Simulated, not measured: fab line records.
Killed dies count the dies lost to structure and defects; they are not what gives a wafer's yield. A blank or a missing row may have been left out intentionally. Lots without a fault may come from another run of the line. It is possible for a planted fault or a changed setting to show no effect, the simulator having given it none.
fab line records	flow nand-harc	part 1 of 2: steps 1 to 20 of 21
record lots=7	wafers=21	last-day=34
route steps=1302 shown A_CHANNEL_HOLE_D1@470 END@1302
lots untouched by any fault: they come from a run of this same line in which no faults occurred
start-h: hours from the record's opening day to when the first of the lot's shown wafers began	wait-h: time in hours since the lot's previous step	" as in the row above	L1.1+2: a row that stands for several wafers	- no value present, or no start provided	* or withheld: withheld	< > ~ a bound
route shown NAME@n: names a module that has steps shown in the file, with the first one's number in the route	usual: mean/standard deviation of fault-free wafers	same: alike in all rows	chamber/n: place in a boat	sites: each site's reading	_std_site: the standard deviation of these	_edge_site: mean of outer sites minus mean of inner sites	radius-mm: how far each site lies from the wafer's centre	mask NAME#n: copy n	behind: the most recent tool/chamber to have shaped the wafer	hold: the reason the lot was held/the length of the hold in hours/how it ended	device: the transistor (n, p or np) that didn't switch	end of line: tests run on the same wafers once the route is complete	where a step has no rows: the recipe by itself	killed: at the first sort, the dies lost to defects and structure; wafer yield is something else	map: the dies of a wafer, with x for killed, . for not killed, _ for no die there
set.NAME: setting as actually run; set.NAME@STEP: the setting as run at that earlier step	model.NAME: the simulator's own value behind a step, which no gauge read
lots seen at some steps along the route; tables by step, rows by wafer
services: when a tool's chamber went out of use (start-h, in hours from the record's first day, below 0 if earlier), for how many hours, and the reason
## steps
# step NHARC_A_CHANNEL_HOLE_D1_CD_MEAS_18
# usual cd-nm=99.3/1.6
lot.wafer	tool	chamber	start-h	wait-h	cd-nm
L609.1	cd-sem-03	-	258.86	-	100.4
L609.3	"	-	"	"	97.3
L609.4	"	-	"	"	96.8
L611.1	cd-sem-03	-	270.41	-	98.7
L611.5	"	-	"	"	98.4
L611.6	"	-	"	"	97.2
L613.1	cd-sem-01	-	294.34	-	99.8
L613.4	"	-	"	"	101.3
L613.5	"	-	"	"	99.1
L614.1	cd-sem-02	-	295.50	-	100.4
L614.2	"	-	"	"	100.3
L614.6	"	-	"	"	98.9
L621.1	cd-sem-02	-	377.83	-	98.9
L621.2	"	-	"	"	98.1
L621.4	"	-	"	"	98.7
L623.3	cd-sem-03	-	391.10	-	99.3
L623.4	"	-	"	"	99.3
L623.6	"	-	"	"	102.6
L624.4	cd-sem-01	-	401.30	-	98.8
L624.5	"	-	"	"	98.5
L624.6	"	-	"	"	95.1
# step NHARC_A_CHANNEL_HOLE_D1_ETCH_19
# recipe bias-v=1200	source-w=2500	pressure-mtorr=15	time-s=34.5	ar-flow-sccm=375	c4f8-flow-sccm=28.8	o2-flow-sccm=96.2	temp-c=-20	target-depth-a=*	chemistry=C4F8/O2/Ar
# usual drypump-motor-current-A=5.92/0.15	he-backside-leak-sccm=6.4/0.44	showerhead-plenum-p-Torr=3.65/0.14	temp-c=-20.00/0.097	throttle-valve-pct=37.038/0.0097
lot.wafer	tool	chamber	start-h	wait-h	drypump-motor-current-A	he-backside-leak-sccm	rf-hours-counter-h	showerhead-plenum-p-Torr	temp-c	throttle-valve-pct
L609.1	har-etch-01	0	258.93	0.1	5.97	5.9	126	3.76	-20.24	37.027
L609.3	"	0	"	"	5.99	5.7	-	3.76	-20.17	37.043
L609.4	"	1	"	"	6.06	6.5	-	3.56	-19.98	37.038
L611.1	har-etch-02	0	270.48	0.1	5.87	6.6	346	3.43	-20.01	37.032
L611.5	"	0	"	"	5.87	6.6	-	3.43	-20.09	37.031
L611.6	"	1	"	"	5.62	6.7	-	3.70	-19.94	37.046
L613.1	har-etch-01	1	296.67	2.3	6.07	6.5	149	3.55	-19.95	37.059
L613.4	"	0	"	"	5.98	6.0	-	3.74	-19.96	37.053
L613.5	"	0	"	"	5.99	6.0	-	3.74	-19.92	37.033
L614.1	har-etch-01	0	300.82	5.3	5.98	5.6	153	3.74	-20.09	37.025
L614.2	"	1	"	"	6.05	6.5	153	3.55	-19.98	37.042
L614.6	"	1	"	"	6.07	6.7	-	3.55	-20.17	37.042
L621.2	har-etch-01	1	380.92	3.1	6.06	6.9	199	3.52	-19.89	37.039
L621.1	"	0	"	"	5.94	6.1	199	3.71	-19.80	37.041
L621.4	"	1	"	"	6.09	6.9	-	3.52	-19.76	37.048
L623.4	har-etch-01	1	397.32	6.2	6.10	7.0	-	3.51	-19.90	37.041
L623.3	"	0	"	"	5.97	6.3	-	3.71	-19.87	37.060
L623.6	"	0	"	"	5.99	6.1	-	3.71	-20.06	37.048
L624.4	har-etch-02	0	401.74	0.4	5.88	5.5	-	3.96	-20.02	37.039
L624.6	"	0	"	"	5.89	5.6	-	3.96	-20.02	37.029
L624.5	"	1	"	"	5.64	5.6	-	3.66	-20.14	37.021
# step NHARC_A_CHANNEL_HOLE_D1_ETCH_20
# recipe bias-v=3000	source-w=withheld	pressure-mtorr=20	time-s=361.9	ar-flow-sccm=375	c4f8-flow-sccm=89.3	o2-flow-sccm=35.7	temp-c=-20	target-depth-a=16000	chemistry=C4F8/O2/Ar
# step NHARC_A_CHANNEL_HOLE_D1_ETCH_21
# recipe bias-v=3000	source-w=withheld	pressure-mtorr=20	time-s=514.3	ar-flow-sccm=375	c4f8-flow-sccm=89.3	o2-flow-sccm=35.7	temp-c=-20	target-depth-a=16000	chemistry=C4F8/O2/Ar
# step NHARC_A_CHANNEL_HOLE_D1_ETCH_22
# recipe bias-v=3000	source-w=withheld	pressure-mtorr=20	time-s=666.7	ar-flow-sccm=375	c4f8-flow-sccm=89.3	o2-flow-sccm=35.7	temp-c=-20	target-depth-a=16000	chemistry=C4F8/O2/Ar
# usual drypump-motor-current-A=5.92/0.15	he-backside-leak-sccm=6.6/0.74	showerhead-plenum-p-Torr=3.61/0.13	temp-c=-19.99/0.11	throttle-valve-pct=32.156/0.0089
lot.wafer	tool	chamber	start-h	wait-h	drypump-motor-current-A	he-backside-leak-sccm	rf-hours-counter-h	showerhead-plenum-p-Torr	temp-c	throttle-valve-pct
L609.1	har-etch-01	0	259.80	0.4	5.96	5.9	127	3.71	-19.82	32.171
L609.3	"	0	"	"	5.97	5.7	-	3.71	-20.00	32.147
L609.4	"	1	"	"	6.05	6.5	-	3.52	-19.89	32.169
L611.1	har-etch-02	0	271.35	0.4	5.83	6.9	346	3.40	-20.02	32.153
L611.5	"	0	"	"	5.81	6.9	-	3.40	-20.13	32.152
L611.6	"	1	"	"	5.68	6.9	-	3.66	-19.89	32.143
L613.1	har-etch-01	1	297.61	0.4	6.06	6.6	150	3.51	-20.18	32.161
L613.4	"	0	"	"	5.96	5.7	-	3.70	-20.01	32.152
L613.5	"	0	"	"	5.97	5.9	-	3.70	-20.09	32.156
L614.1	har-etch-01	0	301.69	0.4	5.98	5.9	154	3.70	-19.89	32.152
L614.2	"	1	"	"	6.04	6.7	154	3.51	-19.91	32.142
L614.6	"	1	"	"	6.07	6.7	-	3.51	-19.95	32.152
L621.2	har-etch-01	1	381.78	0.4	6.06	6.9	200	3.49	-20.05	32.152
L621.1	"	0	"	"	6.00	6.2	200	3.67	-20.09	32.151
L621.4	"	1	"	"	6.05	6.9	-	3.49	-20.19	32.162
L623.4	har-etch-01	1	398.34	0.4	6.08	7.1	-	3.48	-20.00	32.170
L623.3	"	0	"	"	5.99	6.6	-	3.66	-19.96	32.161
L623.6	"	0	"	"	5.99	6.1	-	3.66	-19.80	32.161
L624.4	har-etch-02	0	402.76	0.4	5.84	5.4	-	3.91	-19.89	32.146
L624.6	"	0	"	"	5.86	5.5	-	3.91	-19.83	32.154
L624.5	"	1	"	"	5.67	5.5	-	3.62	-20.01	32.155
# step NHARC_A_CHANNEL_HOLE_D1_ETCH_23
# recipe bias-v=5000	source-w=withheld	pressure-mtorr=20	time-s=819	ar-flow-sccm=375	c4f8-flow-sccm=89.3	o2-flow-sccm=35.7	temp-c=-20	target-depth-a=16000	chemistry=C4F8/O2/Ar
# step NHARC_A_CHANNEL_HOLE_D1_ETCH_24
# recipe bias-v=5000	source-w=withheld	pressure-mtorr=20	time-s=906.2	ar-flow-sccm=375	c4f8-flow-sccm=93.8	o2-flow-sccm=31.2	temp-c=-20	target-depth-a=15000	chemistry=C4F8/O2/Ar
# usual drypump-motor-current-A=5.92/0.15	he-backside-leak-sccm=6.5/0.66	showerhead-plenum-p-Torr=3.60/0.13	temp-c=-20.02/0.094	throttle-valve-pct=32.236/0.0088
lot.wafer	tool	chamber	start-h	wait-h	drypump-motor-current-A	he-backside-leak-sccm	rf-hours-counter-h	showerhead-plenum-p-Torr	temp-c	throttle-valve-pct
L609.1	har-etch-01	0	261.05	0.6	5.99	5.9	128	3.71	-20.08	32.239
L609.3	"	0	"	"	5.97	5.7	-	3.71	-19.92	32.240
L609.4	"	1	"	"	6.09	6.4	-	3.52	-19.83	32.251
L611.1	har-etch-02	0	272.62	0.6	5.86	6.5	348	3.39	-19.97	32.238
L611.5	"	0	"	"	5.88	6.4	-	3.39	-20.10	32.224
L611.6	"	1	"	"	5.65	6.8	-	3.65	-20.13	32.232
L613.1	har-etch-01	1	298.90	0.6	6.04	6.6	151	3.51	-20.10	32.232
L613.4	"	0	"	"	6.04	6.0	-	3.69	-20.12	32.248
L613.5	"	0	"	"	6.01	5.7	-	3.69	-20.03	32.233
L614.1	har-etch-01	0	302.93	0.6	5.98	5.9	155	3.69	-20.11	32.244
L614.2	"	1	"	"	6.05	6.6	155	3.51	-19.96	32.246
L614.6	"	1	"	"	6.05	6.5	-	3.51	-20.01	32.234
L621.2	har-etch-01	1	383.05	0.6	6.09	7.0	201	3.48	-19.92	32.224
L621.1	"	0	"	"	5.94	6.4	201	3.67	-20.06	32.236
L621.4	"	1	"	"	6.07	6.8	-	3.48	-19.98	32.229
L623.4	har-etch-01	1	399.66	0.6	6.07	7.2	-	3.47	-19.86	32.263
L623.3	"	0	"	"	6.01	6.2	-	3.66	-19.97	32.225
L623.6	"	0	"	"	5.96	6.4	-	3.66	-19.98	32.243
L624.4	har-etch-02	0	404.08	0.6	5.85	5.5	-	3.90	-20.07	32.227
L624.6	"	0	"	"	5.84	5.6	-	3.90	-20.06	32.233
L624.5	"	1	"	"	5.69	8.5	-	3.61	-20.03	32.236
# step NHARC_A_CHANNEL_HOLE_D1_ETCH_25
# recipe bias-v=5000	source-w=withheld	pressure-mtorr=20	time-s=1040.2	ar-flow-sccm=375	c4f8-flow-sccm=93.8	o2-flow-sccm=31.2	temp-c=-20	target-depth-a=15000	chemistry=C4F8/O2/Ar
# step NHARC_A_CHANNEL_HOLE_D1_ETCH_26
# recipe bias-v=300	source-w=2000	pressure-mtorr=30	time-s=224.1	ar-flow-sccm=375	c4f8-flow-sccm=11.4	o2-flow-sccm=113.6	temp-c=-20	target-depth-a=3000	chemistry=C4F8/O2/Ar
# usual drypump-motor-current-A=5.93/0.15	he-backside-leak-sccm=6.6/0.7	showerhead-plenum-p-Torr=3.65/0.14	temp-c=-20.00/0.11	throttle-valve-pct=24.583/0.0097
lot.wafer	tool	chamber	start-h	wait-h	drypump-motor-current-A	he-backside-leak-sccm	rf-hours-counter-h	showerhead-plenum-p-Torr	temp-c	throttle-valve-pct
L609.1	har-etch-01	0	262.69	0.7	5.98	6.0	130	3.76	-19.95	24.592
L609.3	"	0	"	"	6.01	6.2	-	3.76	-20.00	24.578
L609.4	"	1	"	"	6.08	6.6	-	3.56	-20.06	24.571
L611.1	har-etch-02	0	274.24	0.7	5.88	6.7	349	3.43	-19.80	24.575
L611.5	"	0	"	"	5.89	6.4	-	3.43	-19.74	24.589
L611.6	"	1	"	"	5.66	6.9	-	3.70	-20.23	24.597
L613.1	har-etch-01	1	300.47	0.6	6.09	6.6	153	3.55	-19.93	24.589
L613.4	"	0	"	"	5.97	5.9	-	3.74	-20.07	24.590
L613.5	"	0	"	"	6.02	6.2	-	3.74	-20.32	24.601
L614.1	har-etch-01	0	304.55	0.7	5.99	6.1	156	3.74	-20.07	24.573
L614.2	"	1	"	"	6.03	6.7	156	3.55	-19.91	24.589
L614.6	"	1	"	"	6.05	6.8	-	3.55	-20.03	24.579
L621.2	har-etch-01	1	384.71	0.7	6.07	7.0	203	3.52	-20.06	24.595
L621.1	"	0	"	"	6.00	6.4	203	3.72	-20.04	24.579
L621.4	"	1	"	"	6.08	7.0	-	3.52	-19.84	24.586
L623.4	har-etch-01	1	401.11	0.5	6.09	6.9	-	3.51	-20.14	24.581
L623.3	"	0	"	"	6.03	6.1	-	3.71	-20.06	24.574
L623.6	"	0	"	"	5.98	6.2	-	3.71	-20.07	24.595
L624.4	har-etch-02	0	405.54	0.5	5.86	5.7	-	3.96	-20.11	24.595
L624.6	"	0	"	"	5.87	5.8	-	3.96	-20.10	24.564
L624.5	"	1	"	"	5.67	5.9	-	3.66	-19.85	24.581
# step NHARC_A_CHANNEL_HOLE_D1_ETCH_33
# recipe bias-v=400	source-w=2000	pressure-mtorr=25	time-s=90	ar-flow-sccm=375	c4f8-flow-sccm=41.7	o2-flow-sccm=83.3	temp-c=-20	target-depth-a=4000	chemistry=C4F8/O2/Ar
# step NHARC_A_CHANNEL_HOLE_D1_STRIP_41
# recipe n2-flow-sccm=150	h2-flow-sccm=150	ar-flow-sccm=0	bias-w=0	chemistry=N2/H2
# step NHARC_A_CHANNEL_HOLE_D1_STRIP_42
# recipe cf4-flow-sccm=100	chf3-flow-sccm=30	ar-flow-sccm=0	bias-w=0	chemistry=CF4/CHF3
# step NHARC_A_CHANNEL_HOLE_D1_STRIP_43
# recipe o2-flow-sccm=400	cos-flow-sccm=20	ar-flow-sccm=0	bias-w=0	chemistry=O2/COS
lot.wafer	tool	chamber	start-h	wait-h
L609.1+3+4	rie-diel-04	2,3,0	263.57	0.1
L611.1+6+5	rie-diel-04	1,1,2	275.24	0.1
L613.1+4+5	rie-diel-12	1,2,3	301.32	0.1
L614.2+1+6	rie-diel-12	1,2,3	305.44	0.1
L621.4+2+1	rie-diel-04	3,0,1	385.61	0.1
L623.4+3+6	rie-diel-12	3,0,3	401.93	0.1
L624.4+5+6	rie-diel-10	1,1,2	406.36	0.1
# step NHARC_A_CHANNEL_HOLE_D1_ETCH_44
# recipe target-depth-a=1400	overetch-a=140	time-s=77	ion-energy-ev=100	cf4-flow-sccm=80	o2-flow-sccm=20	ar-flow-sccm=0	rf-w=300	bias-w=100	chemistry=CF4/O2
# usual drypump-motor-current-A=5.7/0.6	oes-product-au=1.002/0.0062	rf-vpp-V=197.1/1.2	showerhead-plenum-p-Torr=1.30/0.043	throttle-valve-pct=13.397/0.0088
lot.wafer	tool	chamber	start-h	wait-h	drypump-motor-current-A	oes-product-au	rf-hours-counter-h	rf-vpp-V	showerhead-plenum-p-Torr	throttle-valve-pct
L609.4	rie-diel-04	2	263.63	0.1	5.7	1.008	23	198.8	1.31	13.398
L609.1	"	3	"	"	6.1	1.001	27	199.1	1.37	13.395
L609.3	"	0	"	"	4.6	1.001	26	198.3	1.44	13.395
L611.1	rie-diel-04	2	275.33	0.1	5.7	1.007	26	196.8	1.31	13.398
L611.5	"	3	"	"	6.2	1.000	-	199.5	1.37	13.404
L611.6	"	2	"	"	5.7	1.010	-	197.9	1.31	13.411
L613.4	rie-diel-12	1	301.39	0.1	6.5	1.002	1	199.6	1.32	13.399
L613.1	"	2	"	"	5.2	0.996	1	194.8	1.28	13.406
L613.5	"	1	"	"	6.5	1.002	-	198.3	1.32	13.408
L614.1	rie-diel-12	3	305.51	0.1	5.1	0.994	1	196.1	1.24	13.399
L614.2	"	0	"	"	6.0	1.015	1	198.0	1.30	13.394
L614.6	"	2	"	"	5.2	0.999	-	197.5	1.28	13.382
L621.4	rie-diel-04	3	385.68	0.1	6.1	0.999	8	199.0	1.36	13.377
L621.1	"	0	"	"	4.6	1.001	9	201.1	1.43	13.401
L621.2	"	2	"	"	5.8	0.994	6	197.8	1.31	13.392
L623.3	rie-diel-12	2	402.00	0.1	5.2	0.985	10	196.1	1.28	13.401
L623.4	"	0	"	"	6.0	1.003	11	196.4	1.30	13.384
L623.6	"	2	"	"	5.2	0.985	-	196.5	1.28	13.384
L624.4	rie-diel-10	0	406.44	0.1	6.3	0.992	49	197.4	1.34	13.385
L624.5	"	2	"	"	5.9	0.994	-	196.6	1.26	13.415
L624.6	"	3	"	"	5.5	0.994	-	196.9	1.29	13.391
# step NHARC_A_CHANNEL_HOLE_D1_STRIP_27
# recipe o2-flow-sccm=500	ar-flow-sccm=0	bias-w=0	chemistry=O2
# step NHARC_A_CHANNEL_HOLE_D1_PRECLEAN_28
# recipe time-s=*	temp-c=50	bath-age-min=0	chemistry=SC1
# step NHARC_A_CHANNEL_HOLE_D1_SRD_29
# step NHARC_A_CHANNEL_HOLE_D1_CD_MEAS_30
# usual cd-nm=90.0/0.87
lot.wafer	tool	chamber	start-h	wait-h	cd-nm
L609.1	cd-sem-02	-	264.42	-	91.0
L609.3	"	-	"	"	89.6
L609.4	"	-	"	"	90.1
L611.1	cd-sem-02	-	276.22	-	89.9
L611.5	"	-	"	"	89.9
L611.6	"	-	"	"	89.8
L613.1	cd-sem-03	-	302.62	-	88.3
L613.4	"	-	"	"	88.6
L613.5	"	-	"	"	89.4
L614.1	cd-sem-02	-	306.30	-	89.4
L614.2	"	-	"	"	89.6
L614.6	"	-	"	"	90.2
L621.1	cd-sem-03	-	386.52	-	91.4
L621.2	"	-	"	"	89.6
L621.4	"	-	"	"	90.4
L623.3	cd-sem-02	-	402.79	-	91.3
L623.4	"	-	"	"	91.0
L623.6	"	-	"	"	90.4
L624.4	cd-sem-01	-	407.22	-	89.9
L624.5	"	-	"	"	89.7
L624.6	"	-	"	"	89.0
# step NHARC_A_CHANNEL_HOLE_D1_XSEM_31
# recipe landing-energy-ev=35000
# step NHARC_A_CHANNEL_HOLE_D1_INSPECT_40
# usual raw-defect-count=71/23
lot.wafer	tool	chamber	start-h	wait-h	raw-defect-count
L609.1	defect-inspect-01	-	264.60	-	73
L609.3	"	-	"	"	117
L609.4	"	-	"	"	55
L611.1	defect-inspect-02	-	276.42	-	73
L611.5	"	-	"	"	87
L611.6	"	-	"	"	103
L613.1	defect-inspect-01	-	302.81	-	59
L613.4	"	-	"	"	74
L613.5	"	-	"	"	76
L614.1	defect-inspect-02	-	306.49	-	71
L614.2	"	-	"	"	92
L614.6	"	-	"	"	73
L621.1	defect-inspect-01	-	386.70	-	80
L621.2	"	-	"	"	78
L621.4	"	-	"	"	58
L623.3	defect-inspect-02	-	402.97	-	51
L623.4	"	-	"	"	47
L623.6	"	-	"	"	66
L624.4	defect-inspect-01	-	407.41	-	53
L624.5	"	-	"	"	47
L624.6	"	-	"	"	25
